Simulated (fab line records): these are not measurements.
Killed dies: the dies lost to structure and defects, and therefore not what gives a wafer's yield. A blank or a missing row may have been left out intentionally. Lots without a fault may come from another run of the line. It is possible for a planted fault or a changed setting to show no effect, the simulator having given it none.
fab line records	flow nand_harc
[record] lots = 6	wafers = 18	last_day = 25
route steps=1159 shown A_CONTACT@901 END@1159
lots that met no fault: taken from a fault-free run of the same line
start_h: hours from the record's opening day to when the first of the lot's shown wafers began	wait_h: hours elapsed since this lot's preceding step	" repeats the value in the row above	L1.1+2: a row that stands for several wafers	- no value present, or no start provided	* or withheld: withheld	< > ~ a bound
route shown NAME@n: NAME is a module with steps in the file, n the number in the route of the first one	usual: mean/standard deviation taken from wafers without a fault	same: alike in all rows	chamber/n: place in a boat	sites: the reading at each site	_std_site: standard deviation of those values	_edge_site: outer sites' mean less inner sites'	radius_mm: how far each site lies from the wafer's centre	mask NAME#n: copy n	behind: tool/chamber where the wafer was last shaped	hold: what put the lot on hold/how long, in hours/how the hold closed	device: names the non-switching transistor (n, p or np)	end of line: the route-end tests of the same wafers	step lacking rows: just its recipe	killed: not the wafer's yield, but the dies lost to structure and defects at the first sort	map: per-die view of a wafer (x killed, . not killed, _ where there is no die)
set.NAME: the setting the step ran with; set.NAME@STEP: the setting that earlier step ran with	model.NAME: the simulator's own value behind a step, which no gauge read
certain route steps with their lots: each step a table, each wafer a row
services: the hour from which a tool's chamber was out of use, counted from the record's first day as start_h (under 0 if before that day), plus the number of hours and why
[[steps]]
[step NHARC_A_CONTACT_ETCH_76]
[recipe] target_depth_a = 2600	over_etch_frac = 0.3	time_s = 475.3	ion_energy_ev = 200	n2_flow_sccm = 150	h2_flow_sccm = 150	ar_flow_sccm = 0	rf_w = 400	bias_w = 150	chemistry = N2/H2
[step NHARC_A_CONTACT_ETCH_77]
[recipe] target_depth_a = 726	time_s = 36.3	cf4_flow_sccm = 100	chf3_flow_sccm = 30	ar_flow_sccm = 0	rf_w = 500	bias_w = 200	chemistry = CF4/CHF3
[step NHARC_A_CONTACT_ETCH_78]
[recipe] target_depth_a = 28000	over_etch_frac = 0.3	time_s = 728	ion_energy_ev = 150	o2_flow_sccm = 400	cos_flow_sccm = 20	ar_flow_sccm = 0	rf_w = 500	bias_w = 300	chemistry = O2/COS
[step NHARC_A_CONTACT_ETCH_124]
[recipe] source_w = withheld	pressure_mtorr = 20	bias_v = withheld	time_s = 140	target_depth_a = 7000	ar_flow_sccm = withheld	c4f8_flow_sccm = withheld	o2_flow_sccm = withheld	chemistry = C4F8/O2/Ar
[step NHARC_A_CONTACT_ETCH_125]
[recipe] source_w = withheld	pressure_mtorr = 20	bias_v = 1200	time_s = 155	target_depth_a = 9560	ar_flow_sccm = withheld	c4f8_flow_sccm = withheld	o2_flow_sccm = withheld	chemistry = C4F8/O2/Ar
[step NHARC_A_CONTACT_ETCH_126]
[recipe] source_w = withheld	pressure_mtorr = 20	bias_v = 1200	time_s = 155	target_depth_a = 9560	ar_flow_sccm = withheld	c4f8_flow_sccm = withheld	o2_flow_sccm = withheld	chemistry = C4F8/O2/Ar
lot.wafer	tool	chamber	start_h	wait_h	rf_hours_counter_h
L392.2	har_cap_etch-02	1	397.05	0.1	14
L392.3	"	0	"	"	-
L392.5	"	1	"	"	-
L391.2	har_cap_etch-01	1	398.38	0.1	52
L391.3	"	0	"	"	-
L391.5	"	0	"	"	-
L404.2	har_cap_etch-02	0	476.61	0.1	28
L404.6	"	1	"	"	-
L404.5	"	0	"	"	-
L407.1	har_cap_etch-02	1	487.02	0.1	30
L407.2	"	0	"	"	30
L407.5	"	0	"	"	-
L409.1	har_cap_etch-01	0	506.20	0.1	71
L409.3	"	1	"	"	-
L409.6	"	1	"	"	-
L410.2	har_cap_etch-01	0	520.80	0.1	74
L410.4	"	0	"	"	-
L410.5	"	1	"	"	-
[step NHARC_A_CONTACT_ETCH_127]
[recipe] source_w = withheld	pressure_mtorr = 20	bias_v = 1200	time_s = 155	target_depth_a = 9560	ar_flow_sccm = withheld	c4f8_flow_sccm = withheld	o2_flow_sccm = withheld	chemistry = C4F8/O2/Ar
[step NHARC_A_CONTACT_ETCH_128]
[recipe] source_w = withheld	pressure_mtorr = 20	bias_v = 1200	time_s = 155	target_depth_a = 9560	ar_flow_sccm = withheld	c4f8_flow_sccm = withheld	o2_flow_sccm = withheld	chemistry = C4F8/O2/Ar
[step NHARC_A_CONTACT_ETCH_129]
[recipe] source_w = withheld	pressure_mtorr = 20	bias_v = 1200	time_s = 155	target_depth_a = 9560	ar_flow_sccm = withheld	c4f8_flow_sccm = withheld	o2_flow_sccm = withheld	chemistry = C4F8/O2/Ar
lot.wafer	tool	chamber	start_h	wait_h	rf_hours_counter_h
L392.2	har_cap_etch-02	1	397.47	0.1	14
L392.3	"	0	"	"	-
L392.5	"	1	"	"	-
L391.2	har_cap_etch-01	1	398.81	0.1	53
L391.3	"	0	"	"	-
L391.5	"	0	"	"	-
L404.2	har_cap_etch-02	0	477.03	0.1	29
L404.6	"	1	"	"	-
L404.5	"	0	"	"	-
L407.1	har_cap_etch-02	1	487.44	0.1	31
L407.2	"	0	"	"	31
L407.5	"	0	"	"	-
L409.1	har_cap_etch-01	0	506.62	0.1	72
L409.3	"	1	"	"	-
L409.6	"	1	"	"	-
L410.2	har_cap_etch-01	0	521.22	0.1	75
L410.4	"	0	"	"	-
L410.5	"	1	"	"	-
[step NHARC_A_CONTACT_ETCH_130]
[recipe] source_w = withheld	pressure_mtorr = 20	bias_v = 1200	time_s = 155	target_depth_a = 9560	ar_flow_sccm = withheld	c4f8_flow_sccm = withheld	o2_flow_sccm = withheld	chemistry = C4F8/O2/Ar
[step NHARC_A_CONTACT_ETCH_131]
[recipe] source_w = withheld	pressure_mtorr = 20	bias_v = 1200	time_s = 155	target_depth_a = 9560	ar_flow_sccm = withheld	c4f8_flow_sccm = withheld	o2_flow_sccm = withheld	chemistry = C4F8/O2/Ar
[step NHARC_A_CONTACT_ETCH_132]
[recipe] source_w = withheld	pressure_mtorr = 20	bias_v = 1200	time_s = 156	target_depth_a = 9580	ar_flow_sccm = withheld	c4f8_flow_sccm = withheld	o2_flow_sccm = withheld	chemistry = C4F8/O2/Ar
lot.wafer	tool	chamber	start_h	wait_h	rf_hours_counter_h
L392.2	har_cap_etch-02	1	397.90	0.1	15
L392.3	"	0	"	"	-
L392.5	"	1	"	"	-
L391.2	har_cap_etch-01	1	399.23	0.1	53
L391.3	"	0	"	"	-
L391.5	"	0	"	"	-
L404.2	har_cap_etch-02	0	477.46	0.1	29
L404.6	"	1	"	"	-
L404.5	"	0	"	"	-
L407.1	har_cap_etch-02	1	487.87	0.1	31
L407.2	"	0	"	"	31
L407.5	"	0	"	"	-
L409.1	har_cap_etch-01	0	507.05	0.1	72
L409.3	"	1	"	"	-
L409.6	"	1	"	"	-
L410.2	har_cap_etch-01	0	521.65	0.1	75
L410.4	"	0	"	"	-
L410.5	"	1	"	"	-
[step NHARC_A_CONTACT_ETCH_133]
[recipe] source_w = withheld	pressure_mtorr = 20	bias_v = 400	time_s = 195	target_depth_a = 8400	ar_flow_sccm = withheld	c4f8_flow_sccm = 11.5	o2_flow_sccm = 7.2	chemistry = C4F8/O2/Ar
lot.wafer	tool	chamber	start_h	wait_h	rf_hours_counter_h
L392.2	har_cap_etch-02	1	398.06	0.1	15
L392.3	"	0	"	"	-
L392.5	"	1	"	"	-
L391.2	har_cap_etch-01	1	399.38	0.1	53
L391.3	"	0	"	"	-
L391.5	"	0	"	"	-
L404.2	har_cap_etch-02	0	477.62	0.1	29
L404.6	"	1	"	"	-
L404.5	"	0	"	"	-
L407.1	har_cap_etch-02	1	488.01	0.1	31
L407.2	"	0	"	"	31
L407.5	"	0	"	"	-
L409.1	har_cap_etch-01	0	507.21	0.1	72
L409.3	"	1	"	"	-
L409.6	"	1	"	"	-
L410.2	har_cap_etch-01	0	521.79	0.1	75
L410.4	"	0	"	"	-
L410.5	"	1	"	"	-
[step NHARC_A_CONTACT_ETCH_91]
[recipe] target_depth_a = 400	over_etch_frac = 0.5	time_s = 85.7	ion_energy_ev = 120	ch3f_flow_sccm = 50	o2_flow_sccm = 30	ar_flow_sccm = 200	rf_w = 500	bias_w = 100	chemistry = CH3F/O2
[step NHARC_A_CONTACT_ETCH_97]
[recipe] target_depth_a = 200	over_etch_frac = 0.5	time_s = 10	ion_energy_ev = 250	c4f6_flow_sccm = 25	o2_flow_sccm = 20	ar_flow_sccm = 500	rf_w = 600	bias_w = 500	chemistry = C4F6/O2
[usual] drypump_motor_current_A = 5.7/0.43	o2_flow_sccm = 20.00/0.057	oes_product_au = 0.961/0.022	rf_vpp_V = 548/3.5	showerhead_plenum_p_Torr = 3.96/0.17	throttle_valve_pct = 26.902/0.0085
lot.wafer	tool	chamber	start_h	wait_h	drypump_motor_current_A	o2_flow_sccm	oes_product_au	rf_hours_counter_h	rf_vpp_V	showerhead_plenum_p_Torr	throttle_valve_pct
L392.2	rie_diel-04	0	398.75	0.1	5.8	20.02	0.963	19	550	3.99	26.899
L392.3	"	2	"	"	5.8	19.98	0.957	20	546	3.87	26.895
L392.5	"	0	"	"	5.8	20.03	0.974	-	547	3.99	26.906
L391.3	rie_diel-04	0	-	-	5.8	19.96	0.958	19	548	3.99	26.897
L391.2	"	1	"	"	5.5	19.98	0.943	20	552	4.15	26.893
L391.5	"	3	"	"	5.2	19.95	0.944	-	541	3.74	26.904
L404.2	rie_diel-13	0	-	-	5.7	20.05	0.962	7	546	3.93	26.897
L404.6	"	2	"	"	6.6	19.91	0.967	-	553	4.18	26.910
L404.5	"	3	"	"	5.4	19.95	0.959	-	551	4.22	26.882
L407.1	rie_diel-06	2	-	-	6.4	20.02	0.939	22	548	3.95	26.902
L407.2	"	3	"	"	6.3	20.03	0.930	24	552	4.21	26.909
L407.5	"	3	"	"	6.3	19.98	0.934	-	554	4.21	26.917
L409.1	rie_diel-06	0	-	-	5.9	20.13	0.964	35	548	3.95	26.893
L409.3	"	2	"	"	6.4	19.98	0.960	29	548	3.95	26.917
L409.6	"	1	"	"	6.6	20.01	0.975	-	549	4.04	26.889
L410.2	rie_diel-04	2	-	-	5.8	20.08	0.959	9	545	3.86	26.889
L410.4	"	1	"	"	5.5	19.92	0.966	9	553	4.14	26.907
L410.5	"	2	"	"	5.8	20.10	0.963	-	546	3.86	26.890
[step NHARC_A_CONTACT_CD_MEAS_80]
[usual] cd_nm = 189.8/0.64
lot.wafer	tool	chamber	start_h	wait_h	cd_nm
L392.2	cd_sem-03	-	398.84	-	190.1
L392.3	"	-	"	"	190.1
L392.5	"	-	"	"	190.4
L391.2	cd_sem-02	-	400.16	-	189.1
L391.3	"	-	"	"	189.0
L391.5	"	-	"	"	189.1
L404.2	cd_sem-03	-	478.40	-	189.6
L404.5	"	-	"	"	190.2
L404.6	"	-	"	"	190.2
L407.1	cd_sem-02	-	488.80	-	189.8
L407.2	"	-	"	"	189.7
L407.5	"	-	"	"	189.9
L409.1	cd_sem-03	-	507.98	-	190.6
L409.3	"	-	"	"	189.9
L409.6	"	-	"	"	190.5
L410.2	cd_sem-02	-	522.62	-	190.2
L410.4	"	-	"	"	188.8
L410.5	"	-	"	"	189.4
[step NHARC_A_CONTACT_STRIP_103]
[recipe] n2_flow_sccm = 150	h2_flow_sccm = 150	ar_flow_sccm = 0	bias_w = 0	chemistry = N2/H2
[step NHARC_A_CONTACT_STRIP_104]
[recipe] cf4_flow_sccm = 100	chf3_flow_sccm = 30	ar_flow_sccm = 0	bias_w = 0	chemistry = CF4/CHF3
[step NHARC_A_CONTACT_STRIP_105]
[recipe] o2_flow_sccm = 400	cos_flow_sccm = 20	ar_flow_sccm = 0	bias_w = 0	chemistry = O2/COS
[step NHARC_A_CONTACT_ETCH_106]
[recipe] target_depth_a = 600	overetch_a = 60	time_s = 33	ion_energy_ev = 100	cf4_flow_sccm = 80	o2_flow_sccm = 20	ar_flow_sccm = 0	rf_w = 300	bias_w = 100	chemistry = CF4/O2
[step NHARC_A_CONTACT_STRIP_82]
[recipe] o2_flow_sccm = 500	ar_flow_sccm = 0	bias_w = 0	chemistry = O2
[usual] drypump_motor_current_A = 5.9/0.46	o2_flow_sccm = 500.0/1.5	oes_product_au = 0.999/0.0083	rf_vpp_V = 57.9/0.88	showerhead_plenum_p_Torr = 3.59/0.15	throttle_valve_pct = 17.037/0.0097
lot.wafer	tool	chamber	start_h	wait_h	drypump_motor_current_A	o2_flow_sccm	oes_product_au	rf_hours_counter_h	rf_vpp_V	showerhead_plenum_p_Torr	throttle_valve_pct
L392.2	rie_diel-04	1	-	-	5.5	500.9	0.994	20	58.2	3.74	17.027
L392.3	"	0	"	"	5.8	499.8	0.995	19	58.2	3.59	17.048
L392.5	"	1	"	"	5.5	501.0	0.996	-	59.7	3.74	17.053
L391.2	rie_diel-04	3	-	-	5.1	500.6	0.990	20	58.7	3.36	17.042
L391.3	"	0	"	"	5.8	498.5	1.006	19	58.2	3.59	17.033
L391.5	"	2	"	"	5.8	500.3	0.982	-	57.4	3.48	17.030
L404.2	rie_diel-13	3	-	-	5.4	498.9	0.994	7	57.5	3.80	17.026
L404.6	"	1	"	"	5.3	499.5	1.012	-	56.7	3.32	17.022
L404.5	"	2	"	"	6.5	499.8	1.015	-	57.7	3.77	17.052
L407.1	rie_diel-13	2	-	-	6.6	501.3	0.998	9	58.7	3.77	17.046
L407.2	"	0	"	"	5.7	500.1	0.991	10	57.6	3.54	17.028
L407.5	"	3	"	"	5.4	498.7	0.994	-	58.2	3.80	17.031
L409.1	rie_diel-04	3	-	-	5.1	501.2	0.997	5	58.7	3.35	17.047
L409.3	"	1	"	"	5.4	499.2	1.011	5	58.5	3.73	17.030
L409.6	"	0	"	"	5.8	501.2	0.998	-	58.4	3.58	17.039
L410.2	rie_diel-06	1	-	-	6.6	503.6	1.004	38	59.9	3.64	17.030
L410.4	"	2	"	"	6.4	499.0	0.996	34	57.8	3.55	17.019
L410.5	"	0	"	"	5.9	497.8	1.003	-	58.1	3.55	17.047
[step NHARC_A_CONTACT_STRIP_83]
[recipe] time_s = 600	temp_c = 30	chemistry = post_etch_residue_remover
[step NHARC_A_CONTACT_DEP_84]
[recipe] target_thk_a = 20000	temp_c = 400	material = aC
[step NHARC_A_CONTACT_DEP_85]
[recipe] target_thk_a = 500	target_thk_nm = 50	temp_c = 400	pressure_torr = 3.5	flow_sccm = 200	rf_w = 350	material = SiON
[step NHARC_A_CONTACT_DEHYDRATE_00]
[recipe] temp_c = 150	time_s = 120
[step NHARC_A_CONTACT_HMDS_01]
[recipe] time_s = 30
[step NHARC_A_CONTACT_COAT_86]
[recipe] temp_c = 260	time_s = 75
[step NHARC_A_CONTACT_COAT_87]
[recipe] temp_c = 225	time_s = 65
[step NHARC_A_CONTACT_COAT_02]
[recipe] spin_rpm = 1500	resist_thk_nm = 90
[step NHARC_A_CONTACT_SOFTBAKE_03]
[recipe] temp_c = 105	time_s = 55
[step NHARC_A_CONTACT_EBR_04]
[step NHARC_A_CONTACT_EXPOSE_05]
[recipe] na = 1.35	sigma_outer = 0.8	dose_mj = 84.24	mask_id = A_CC
[step NHARC_A_CONTACT_PEB_06]
[recipe] peb_temp_c = 100	peb_time_s = 65
[step NHARC_A_CONTACT_DEVELOP_07]
[recipe] develop_time_s = 35	dev_temp_c = 23
[step NHARC_A_CONTACT_CD_MEAS_08]
[recipe] target_cd_nm = 100	landing_energy_ev = 500
[usual] cd_nm = 100.2/0.49
lot.wafer	tool	chamber	start_h	wait_h	cd_nm
L392.2	cd_sem-01	0	401.87	-	100.3
L392.3	"	0	"	"	100.1
L392.5	"	0	"	"	100.8
L391.2	cd_sem-03	0	403.09	-	99.7
L391.3	"	0	"	"	100.1
L391.5	"	0	"	"	100.0
L404.2	cd_sem-01	0	482.47	-	100.7
L404.5	"	0	"	"	100.5
L404.6	"	0	"	"	100.4
L407.1	cd_sem-01	0	491.78	-	100.7
L407.2	"	0	"	"	100.4
L407.5	"	0	"	"	99.6
L409.1	cd_sem-03	0	514.19	-	100.0
L409.3	"	0	"	"	101.0
L409.6	"	0	"	"	100.4
L410.2	cd_sem-03	0	527.99	-	100.3
L410.4	"	0	"	"	100.0
L410.5	"	0	"	"	100.3
[step NHARC_A_CONTACT_OVL_MEAS_09]
[usual] overlay_x_nm = 0.0/0.95	overlay_y_nm = -0.1/0.62
lot.wafer	tool	chamber	start_h	wait_h	overlay_x_nm	overlay_y_nm
L392.2	overlay-02	-	401.95	-	-0.9	0.0
L392.3	"	-	"	"	-0.2	-0.1
L392.5	"	-	"	"	-0.3	0.6
L391.2	overlay-02	-	403.18	-	-0.7	0.6
L391.3	"	-	"	"	-1.2	0.6
L391.5	"	-	"	"	-1.7	0.3
L404.2	overlay-02	-	482.56	-	0.9	0.3
L404.5	"	-	"	"	0.5	0.0
L404.6	"	-	"	"	0.8	0.7
L407.1	overlay-02	-	491.86	-	2.2	0.3
L407.2	"	-	"	"	1.2	0.5
L407.5	"	-	"	"	1.2	0.4
L409.1	overlay-01	-	514.28	-	0.5	0.3
L409.3	"	-	"	"	0.0	0.9
L409.6	"	-	"	"	0.6	0.8
L410.2	overlay-02	-	528.08	-	0.8	-0.9
L410.4	"	-	"	"	0.1	0.5
L410.5	"	-	"	"	0.7	0.2
[step NHARC_A_CONTACT_DESCUM_13]
[recipe] time_s = 3	o2_flow_sccm = 200	ar_flow_sccm = 0	bias_power_w = 0	chemistry = O2
[usual] drypump_motor_current_A = 5.7/0.43	o2_flow_sccm = 199.9/0.59	oes_product_au = 0.999/0.0077	rf_vpp_V = 57.8/0.88	showerhead_plenum_p_Torr = 1.93/0.095	throttle_valve_pct = 11.311/0.01
lot.wafer	tool	chamber	start_h	wait_h	hold	drypump_motor_current_A	o2_flow_sccm	oes_product_au	rf_hours_counter_h	rf_vpp_V	showerhead_plenum_p_Torr	throttle_valve_pct
L392.3	rie_diel-04	1	402.07	0.1	-	5.5	201.3	0.992	20	59.5	2.04	11.288
L392.2	"	2	"	"	-	5.8	200.1	0.998	21	58.3	1.88	11.308
L392.5	"	0	"	"	-	5.9	200.2	1.000	-	57.9	1.95	11.317
L391.3	rie_diel-04	0	403.27	0.1	-	5.9	199.3	1.011	20	58.2	1.95	11.316
L391.2	"	2	"	"	-	5.8	198.9	0.996	21	56.7	1.88	11.324
L391.5	"	0	"	"	-	5.8	199.5	1.002	-	58.7	1.95	11.307
L404.2	rie_diel-13	3	488.95	6.2	await_dispo/6.1h/release	5.4	199.5	1.004	8	57.8	2.07	11.313
L404.6	"	1	"	"	await_dispo/6.1h/release	5.3	200.8	1.006	-	57.2	1.79	11.310
L404.5	"	2	"	"	await_dispo/6.1h/release	6.5	200.4	1.011	-	58.1	2.05	11.311
L407.1	rie_diel-04	3	493.19	1.1	await_dispo/1.0h/release	5.1	200.8	0.993	3	56.5	1.81	11.320
L407.2	"	0	"	"	await_dispo/1.0h/release	5.9	200.6	1.006	2	57.3	1.94	11.331
L407.5	"	2	"	"	await_dispo/1.0h/release	5.8	199.0	0.999	-	56.6	1.88	11.297
L409.1	rie_diel-13	1	514.37	0.1	-	5.3	201.2	0.989	21	56.5	1.79	11.312
L409.3	"	2	"	"	-	6.5	200.1	0.996	22	58.2	2.05	11.297
L409.6	"	2	"	"	-	6.5	199.8	1.001	-	57.9	2.05	11.314
L410.2	rie_diel-13	2	528.18	0.1	-	6.6	198.9	0.999	27	56.7	2.04	11.315
L410.4	"	3	"	"	-	5.4	200.2	0.999	26	59.0	2.07	11.322
L410.5	"	3	"	"	-	5.4	200.5	1.001	-	59.6	2.07	11.309
[step NHARC_A_CONTACT_ETCH_88]
[recipe] target_depth_a = 390	over_etch_frac = 0.3	time_s = 65	ion_energy_ev = 80	cf4_flow_sccm = 150	ar_flow_sccm = 0	rf_w = 300	bias_w = 100	chemistry = CF4
[step NHARC_END_SORT_01]
[recipe] temp_c = 25
[usual] killed_at_array = 26/11	killed_at_other = 0.4/0.78	killed_at_periphery = 3.4/2.4	killed_dies = 29/11	killed_open = 3.1/1.9	killed_short = 1.9/1.4
[same] gross_dies = 677
lot.wafer	tool	chamber	start_h	wait_h	killed_at_array	killed_at_other	killed_at_periphery	killed_dies	killed_open	killed_short
L407.2	prober-01	0	584.20	2.8	115	0	2	117	3	2
L407.5	prober-01	0	586.63	3.7	116	0	7	123	4	1
L404.2	prober-02	0	584.35	2.8	127	1	3	131	7	2
L404.5	prober-02	0	586.73	3.7	132	1	2	135	3	2
// killed by level:class
L407.2 A_CONTACT:unspecified=96 A_CONTACT:chamber_film_flake=7 A_SLIT:chamber_film_flake=5 A_CHANNEL_HOLE_D1:chamber_film_flake=2 P_CONTACT:geometric_particle:short=1 A_WL_FILL:geometric_particle:open=1 A_CONTACT:geometric_particle:open=1 A_BLC:geometric_particle:open=1
L404.2 A_CONTACT:unspecified=99 A_CHANNEL_HOLE_D1:chamber_film_flake=14 A_CONTACT:geometric_particle:open=3 A_CONTACT:chamber_film_flake=3 A_ONON_D1:geometric_particle:short=2 A_BLC:chamber_film_flake=2 P_M2:geometric_particle:open=1 A_ONON_D1:geometric_particle:open=1
L407.5 A_CONTACT:unspecified=97 A_SLIT:chamber_film_flake=6 P_M1:chamber_film_flake=4 A_CHANNEL_HOLE_D1:chamber_film_flake=4 A_CONTACT:chamber_film_flake=3 P_STI:chamber_film_flake=2 P_M0:geometric_particle:open=1 A_ONON_D1:geometric_particle:short=1
L404.5 A_CONTACT:unspecified=104 A_CHANNEL_HOLE_D1:chamber_film_flake=17 A_CONTACT:chamber_film_flake=5 A_SOURCE_PLATE:geometric_particle:short=2 A_CHANNEL_FILL_D1:geometric_particle:open=1 A_WL_FILL:geometric_particle:open=1 A_M1:geometric_particle:open=1 P_GATE:chamber_film_flake=1
// map L404.5 (x killed, . not)
____________.____________
_________......._________
_______..........._______
______.............______
_____.........x....._____
____........x........____
____......xxx........____
___......x.xx.x.......___
___......xxxxxxxx.....___
__..x....xxxxxxx.......__
__...x..xxxxxxxxx......__
_.......xxxxxxxx.x......_
_......xxxxxxxxxx......._
_.......xxxxxxxxxx......_
_.......xxxxxxxx........_
_........xxxxxxxxx......_
........xxxxxxxxx........
........xxxxxxxxx........
........x.xxxxxx.........
....x......x.x...........
..........x.x............
_............xx........._
_......................._
_............x.........._
_......................._
_......................._
__..x..................__
__.........x..x..x.....__
___....x..............___
___..xxx..............___
____..xx.............____
____x.xx.............____
_____x.x............_____
______xxx..........______
_______.xxx......._______
_________......._________
____________.____________
// map L407.5 (x killed, . not)
____________.____________
_________...x..._________
_______..x........_______
______.............______
_____..............._____
____..........x.....x____
____........x.x.....x____
___.......x...x.....xx___
___.....xxxxxxxx....xx___
__......x.xxxxxxx....xx__
__......xxxxxxxx......x__
_.......xxxxxxxxx......x_
_........xxxxxxxx......._
_.......xxxxxxxxx......._
_.......xxxxxxxxx......._
_........xxxxxxxx......._
x.......xxxxxxxx.........
.........xxxxxxxx........
..x......xxxxxx..........
..........xxx............
.x...........x...........
_......................._
_......................._
_......................._
_...........x..........._
_..x............x......._
__.....................__
__....................x__
___...........x.......___
___...................___
____....x............____
____.................____
_____........x....x._____
______.............______
_______.......x..._______
_________.x....._________
____________.____________
[[services]]
tool	chamber	start_h	hours	kind
rie_diel-04	0	396.08	-	clean
rie_diel-04	1	396.08	-	clean
rie_diel-04	2	396.08	-	clean
rie_diel-04	3	396.08	-	clean
rie_diel-04	3	397.47	2.3	repair
rie_diel-06	-	418.27	9.0	pm
rie_diel-04	0	420.66	-	clean
rie_diel-04	1	420.66	-	clean
rie_diel-04	2	420.66	-	clean
rie_diel-04	3	420.66	-	clean
rie_diel-04	0	445.16	-	clean
rie_diel-04	1	445.16	-	clean
rie_diel-04	2	445.16	-	clean
rie_diel-04	3	445.16	-	clean
rie_diel-13	2	445.58	10.8	repair
rie_diel-13	-	453.25	9.0	pm
rie_diel-04	-	466.30	9.0	pm
rie_diel-04	0	466.30	9.0	vent_cycle
rie_diel-04	1	466.30	9.0	vent_cycle
rie_diel-04	2	466.30	9.0	vent_cycle
rie_diel-04	3	466.30	9.0	vent_cycle
rie_diel-04	0	475.30	-	clean
rie_diel-04	1	475.30	-	clean
rie_diel-04	2	475.30	-	clean
[[key]]
[first_sign] step = NHARC_END_SORT_01	reading = killed_at_array	direction = up	sigmas = 9.2	usual = 26	struck = 122
[effect] step = NHARC_END_SORT_01	reading = killed_dies	direction = up	sigmas = 9	usual = 29	struck = 126
[more_kills_born_at] NHARC_A_CONTACT_ETCH_133@har_cap_etch-02 = 395
met_at NHARC_A_CONTACT_ETCH_133
struck_wafers L404.2,L404.5,L407.2,L407.5
tester_left_out L404,L407
onset_between 398.06 477.62
[fault] kind = chamber_particle_source	tool = har_cap_etch-02	chamber = 0	onset_h = 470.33	steps = NHARC_A_CONTACT_ETCH_133	rate_per_visit_cm2 = 1.5645	end_h = 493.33
// tester_left_out: of these lots the tester's yield and bins aren't shown, on N5 and GAA mostly nor the transistor test; their killed dies are dies lost to structure and defects alone, not to doping, threshold or leakage, so they don't give the yield
